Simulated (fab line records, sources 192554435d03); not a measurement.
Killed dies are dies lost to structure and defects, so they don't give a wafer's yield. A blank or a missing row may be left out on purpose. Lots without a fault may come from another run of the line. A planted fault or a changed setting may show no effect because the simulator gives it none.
fab line records | flow n5_finfet | part 2 of 2: steps 26 to 34 of 34
record lots=5 wafers=15 last_day=17
route steps=1938 shown BEOL_M4@1074
lots that met no fault: from a run of the same line without faults
start_h: hours from the record's first day to the start of the lot's first wafer shown | wait_h: hours since the lot's step before | " the same as in the row above | L1.1+2: a row that stands for several wafers | - no value, or no start given | * or withheld: withheld | < > ~ a bound
route shown NAME@n: a module of which the file shows steps, and the number in the route of the first | usual: mean/standard deviation of fault-free wafers | same: alike in all rows | chamber/n: place in a boat | sites: the reading at each site | _std_site: their standard deviation | _edge_site: outer sites' mean less inner sites' | radius_mm: how far each site lies from the wafer's centre | mask NAME#n: copy n | behind: the tool/chamber that last shaped the wafer | hold: why the lot was held/for how many hours/how that ended | device: the transistor (n, p or np) that didn't switch | end of line: the same wafers' tests at the end of the route | a step without rows: its recipe alone | killed: dies lost to structure and defects at the first sort, not the wafer's yield | map: a wafer's dies, x killed, . not, _ none there
set.NAME: the setting as run; set.NAME@STEP: as run at that earlier step | model.NAME: the simulator's own value behind a step, which no gauge read
lots at some steps of the route; a table a step, a row a wafer
services: from which hour (start_h, from the record's first day; less than 0 if before it) a tool's chamber was out of use, for how many hours, and why
## steps
# step N5_BEOL_M4_ANNEAL_95
# recipe temp_c=400 time_s=240 ambient=vacuum
# usual heater_power_w=822/60
# columns lot.wafer tool chamber start_h wait_h heater_power_w
L074.3 pvd_sputter-02 - 165.38 0.0 671
L074.5 " - " " 887
L074.6 " - " " 735
L079.1 pvd_sputter-01 - 191.33 0.0 749
L079.4 " - " " 889
L079.5 " - " " 769
L078.3 pvd_sputter-02 - 195.58 0.0 739
L078.4 " - " " 719
L078.5 " - " " 710
L090.1 pvd_sputter-02 - 270.49 0.0 712
L090.3 " - " " 884
L090.6 " - " " 830
L095.1 pvd_sputter-01 - 294.49 0.0 891
L095.2 " - " " 795
L095.3 " - " " 872
# step N5_BEOL_M4_SPUTTER_96
# recipe material=Cu target_thk_a=45 temp_c=-20 chamber_pressure_pa=0.07 power_w=withheld time_s=8.29
# usual chuck_sensor_temp_C=-16.1/0.56 throttle_valve_pct=29.9/0.88
# columns lot.wafer tool chamber start_h wait_h chuck_sensor_temp_C throttle_valve_pct
L074.3 pvd_sputter-02 - 165.52 0.1 -17.0 30.1
L074.5 " - " " -16.2 30.9
L074.6 " - " " -17.0 30.0
L079.1 pvd_sputter-01 - 191.47 0.1 -15.8 28.5
L079.4 " - " " -15.3 30.1
L079.5 " - " " -15.7 30.3
L078.3 pvd_sputter-02 - 195.72 0.1 -15.7 29.3
L078.4 " - " " -17.2 30.0
L078.5 " - " " -16.9 29.8
L090.1 pvd_sputter-02 - 270.63 0.1 -16.9 30.2
L090.3 " - " " -16.0 30.9
L090.6 " - " " -16.9 29.3
L095.1 pvd_sputter-01 - 294.63 0.1 -15.6 29.3
L095.2 " - " " -16.1 30.2
L095.3 " - " " -15.2 29.8
# step N5_BEOL_M4_ECD_50
# recipe material=Cu target_thk_a=3000
# columns lot.wafer tool chamber start_h wait_h
L074.3+5+6 ecd_cu-02 0,1,0 165.65 0.1
L079.1+4+5 ecd_cu-01 1 191.59 0.1
L078.3+4+5 ecd_cu-02 0,1,0 195.85 0.1
L090.1+3+6 ecd_cu-02 0,1,1 270.74 0.1
L095.1+2+3 ecd_cu-02 1,0,1 294.75 0.1
# step N5_BEOL_M4_ANNEAL_51
# recipe temp_c=225 time_s=90 ambient=N2
# usual wafer_temp_C_max=226.0/0.5
# columns lot.wafer tool chamber start_h wait_h wafer_temp_C_max
L074.3 rtp_anneal-02 0 165.80 0.1 226.6
L074.5 " 0 " " 226.7
L074.6 " 0 " " 226.8
L079.1 rtp_anneal-02 0 191.67 0.1 226.6
L079.4 " 0 " " 226.4
L079.5 " 0 " " 226.7
L078.3 rtp_anneal-02 0 196.31 0.4 226.3
L078.4 " 0 " " 226.1
L078.5 " 0 " " 226.4
L090.1 rtp_anneal-02 0 270.82 0.1 226.6
L090.3 " 0 " " 226.6
L090.6 " 0 " " 226.5
L095.1 rtp_anneal-01 0 294.82 0.1 225.4
L095.2 " 0 " " 225.4
L095.3 " 0 " " 225.5
# step N5_BEOL_M4_CMP_52
# recipe stop_on=SiOC t_overpolish_s=6.8 down_force_psi=1 platen_rpm=50 clearing_platen_down_force_psi=1.5 clearing_platen_rpm=50 post_cmp_clean=cu_alkaline target_thk_nm=40 clearing_platen_pad_velocity_m_s=0.99484 pad_velocity_m_s=0.99484
# usual barrier_field_endpoint_s=25.0/0.87 motor_current_A=6.3/0.82 overpolish_run_s=6.800/0.0087 retaining_ring_pressure_frac=1.000/0.0042 time_to_endpoint_s=64/4.8
# columns lot.wafer tool chamber start_h wait_h barrier_field_endpoint_s motor_current_A overpolish_run_s retaining_ring_pressure_frac time_to_endpoint_s
L074.3 cmp-03 2 166.01 0.2 24.6 6.0 6.791 1.001 63
L074.6 " 2 " " 24.7 5.6 6.793 1.004 61
L074.5 " 3 " " 24.5 5.7 6.786 0.995 60
L079.1 cmp-01 0 191.96 0.3 24.6 6.3 6.803 1.001 59
L079.4 " 1 " " 25.9 7.7 6.820 1.001 66
L079.5 " 0 " " 25.8 6.7 6.804 1.002 61
L078.3 cmp-04 1 196.52 0.2 25.2 6.4 6.797 0.996 63
L078.4 " 0 " " 25.5 6.6 6.799 1.003 67
L078.5 " 1 " " 25.5 6.7 6.802 1.002 66
L090.3 cmp-03 0 271.39 0.3 23.7 7.8 6.785 0.996 57
L090.1 " 1 " " 26.3 5.2 6.817 0.992 69
L090.6 " 1 " " 25.5 5.4 6.790 1.005 66
L095.1 cmp-03 1 295.16 0.3 26.7 5.5 6.786 1.003 76
L095.2 " 2 " " 25.4 6.0 6.795 1.008 65
L095.3 " 3 " " 25.1 5.9 6.790 1.004 61
# step N5_BEOL_M4_THK_MEAS_53
# recipe thk_meas_gauge=xrf reads=Cu_of_BEOL_M4_ECD_50
# usual M4_THK=41.4/2.4
# columns lot.wafer tool chamber start_h wait_h M4_THK[nm]
L074.3 film_metro-01 - 166.31 - 41.5
L074.5 " - " " 40.5
L074.6 " - " " 41.3
L079.1 film_metro-01 - 192.26 - 38.5
L079.4 " - " " 39.6
L079.5 " - " " 39.5
L078.3 film_metro-02 - 196.81 - 40.6
L078.4 " - " " 45.9
L078.5 " - " " 39.8
L090.1 film_metro-02 - 271.68 - 44.9
L090.3 " - " " 41.5
L090.6 " - " " 42.7
L095.1 film_metro-01 - 295.42 - 45.8
L095.2 " - " " 39.6
L095.3 " - " " 39.4
# step N5_BEOL_M4_PRE_CLEAN_60
# recipe gas=NH3/H2 time_s=15 temp_c=* rf_power_w=300
# usual heater_power_w=90/6.4
# columns lot.wafer tool chamber start_h wait_h heater_power_w
L074.3 cvd_co-02 2 166.34 0.0 80
L074.5 " 0 " " 94
L074.6 " 2 " " 81
L079.1 cvd_co-01 2 192.29 0.0 92
L079.4 " 0 " " 103
L079.5 " 1 " " 91
L078.3 cvd_co-02 2 196.85 0.0 80
L078.4 " 0 " " 95
L078.5 " 1 " " 83
L090.1 cvd_co-01 2 271.72 0.0 94
L090.3 " 0 " " 97
L090.6 " 0 " " 100
L095.1 cvd_co-02 2 295.46 0.0 81
L095.2 " 0 " " 95
L095.3 " 1 " " 82
# step N5_BEOL_M4_CO_CAP_55
# recipe material=Co target_thk_a=20 temp_c=200 precursor=CCTBA/H2 pressure_torr=30 time_s=102.1
# usual heater_power_w=242/9
# columns lot.wafer tool chamber start_h wait_h heater_power_w
L074.3 cvd_co-02 2 166.38 0.0 230
L074.5 " 0 " " 251
L074.6 " 2 " " 236
L079.1 cvd_co-01 2 192.33 0.0 251
L079.4 " 0 " " 251
L079.5 " 1 " " 241
L078.3 cvd_co-02 2 196.89 0.0 233
L078.4 " 0 " " 248
L078.5 " 1 " " 233
L090.1 cvd_co-01 2 271.76 0.0 246
L090.3 " 0 " " 254
L090.6 " 0 " " 251
L095.1 cvd_co-02 2 295.50 0.0 233
L095.2 " 0 " " 252
L095.3 " 1 " " 231
# step N5_BEOL_M4_PRE_CLEAN_56
# recipe gas=NH3 time_s=15 temp_c=withheld rf_power_w=300
# columns lot.wafer tool chamber start_h wait_h
L074.3+5+6 pecvd-04 0,2,0 166.47 0.1
L079.1+4+5 pecvd-03 0,1,0 192.43 0.1
L078.3+4+5 pecvd-01 1,0,2 196.98 0.1
L090.1+3+6 pecvd-01 2,2,0 271.85 0.1
L095.1+2+3 pecvd-03 0,1,2 295.59 0.1
## services
# columns tool chamber start_h hours kind
cmp-03 - 139.32 4.0 pm
rtp_anneal-02 - 141.32 4.7 pm
ecd_cu-01 - 163.33 1.1 repair
ald_metal-03 - 165.29 2.8 pm
pvd_sputter-02 - 166.21 1.9 repair
cvd_co-02 - 167.00 2.8 pm
cmp-01 - 170.88 0.9 repair
cmp-01 - 175.34 1.2 repair
cmp-01 - 181.64 5.3 repair
cvd_co-01 - 181.82 6.9 pm
pvd_sputter-03 - 186.93 2.6 repair
cvd_co-02 - 188.95 6.0 pm
ald_metal-03 - 189.49 0.4 repair
cmp-01 - 189.61 2.0 repair
cmp-03 - 192.54 2.2 repair
cvd_co-01 - 201.31 1.5 repair
cmp-03 - 202.26 2.2 repair
cvd_co-02 2 203.30 12.0 repair
cmp-03 - 220.39 0.8 repair
pecvd-01 1 246.46 25.7 repair
pecvd-03 - 250.52 2.8 pm
cvd_co-01 - 257.08 2.8 pm
cvd_co-01 - 281.73 4.3 pm
ald_metal-01 - 295.16 8.7 pm
